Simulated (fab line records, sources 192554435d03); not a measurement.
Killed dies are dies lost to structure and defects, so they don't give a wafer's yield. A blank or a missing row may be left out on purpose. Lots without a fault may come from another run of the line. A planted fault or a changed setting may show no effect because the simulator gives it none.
Chamber matching | flow n5_finfet | N5_DUMMY_GATE_STRIP_41 on rie_diel-04: 4 sister chambers
The step strips in O2. 22 wafers are shown with their chamber, then 11 later ones without.

WAFERS WITH THEIR CHAMBER
wafer  | chamber | drypump_motor_current_A (A) | throttle_valve_pct (%) | showerhead_plenum_p_Torr (Torr)
L075.3 | 2       | 6.1                         | 17.02                  | 2.18
L075.4 | 0       | 5.6                         | 17.22                  | 2.09
L075.6 | 0       | 5.5                         | 17.21                  | 2.09
L076.1 | 2       | 6.1                         | 17.02                  | 2.18
L076.3 | 3       | 5.3                         | 16.56                  | 2.18
L076.6 | 3       | 5.3                         | 16.55                  | 2.18
L078.2 | 3       | 5.3                         | 16.56                  | 2.18
L078.4 | 0       | 5.5                         | 17.22                  | 2.09
L078.5 | 3       | 5.3                         | 16.56                  | 2.18
L079.3 | 0       | 5.6                         | 17.22                  | 2.09
L079.4 | 3       | 5.3                         | 16.57                  | 2.18
L079.6 | 0       | 5.6                         | 17.21                  | 2.09
L082.2 | 0       | 5.6                         | 17.23                  | 2.09
L082.4 | 3       | 5.3                         | 16.57                  | 2.18
L082.6 | 1       | 6.5                         | 16.46                  | 2.14
L085.3 | 2       | 6.1                         | 17.06                  | 2.17
L085.5 | 2       | 6.1                         | 17.05                  | 2.17
L085.6 | 1       | 6.5                         | 16.47                  | 2.14
L086.1 | 1       | 6.5                         | 16.49                  | 2.14
L086.2 | 2       | 6.1                         | 17.04                  | 2.17
L086.5 | 1       | 6.5                         | 16.48                  | 2.14
L090.1 | 3       | 5.3                         | 16.60                  | 2.17

SIGNATURES (means of the wafers above)
reading                  | chamber 0 | chamber 1 | chamber 2 | chamber 3 | scatter within a chamber
drypump_motor_current_A  | 5.567     | 6.500     | 6.100     | 5.300     | 0.0272
throttle_valve_pct       | 17.2183   | 16.4750   | 17.0380   | 16.5671   | 0.0142
showerhead_plenum_p_Torr | 2.0900    | 2.1400    | 2.1740    | 2.1786    | 0.00338
Rule: a wafer's distance from a chamber is the root of the sum, over the readings, of the square of ((its reading less the chamber's mean) divided by the reading's scatter). The wafer belongs to the nearest chamber; if the next one is less than 2 further off, it can't be placed. The scatter: the root of (the sum of the squares of (reading less its chamber's mean) over the shown wafers, divided by (wafers less chambers)).

WAFERS WITHOUT THEIR CHAMBER
wafer  | drypump_motor_current_A (A) | throttle_valve_pct (%) | showerhead_plenum_p_Torr (Torr)
L090.5 | 6.1                         | 17.07                  | 2.17
L090.6 | 6.5                         | 16.50                  | 2.13
L093.3 | 5.3                         | 16.59                  | 2.17
L093.4 | 6.1                         | 17.08                  | 2.17
L093.5 | 5.3                         | 16.61                  | 2.17
L095.1 | 6.1                         | 17.09                  | 2.17
L095.5 | 6.1                         | 17.08                  | 2.17
L095.6 | 5.3                         | 16.60                  | 2.17
L096.1 | 6.1                         | 17.09                  | 2.17
L096.2 | 6.5                         | 16.51                  | 2.13
L096.3 | 5.6                         | 17.29                  | 2.08

WHICH CHAMBER EACH WENT THROUGH
wafer  | from the rows above | in truth
L090.5 | 2                   | 2
L090.6 | 1                   | 1
L093.3 | 3                   | 3
L093.4 | 2                   | 2
L093.5 | 3                   | 3
L095.1 | 2                   | 2
L095.5 | 2                   | 2
L095.6 | 3                   | 3
L096.1 | 2                   | 2
L096.2 | 1                   | 1
L096.3 | 0                   | 0
Placed correctly: 11 of 11. Can't be placed from these rows: 0. Placed wrongly: 0.
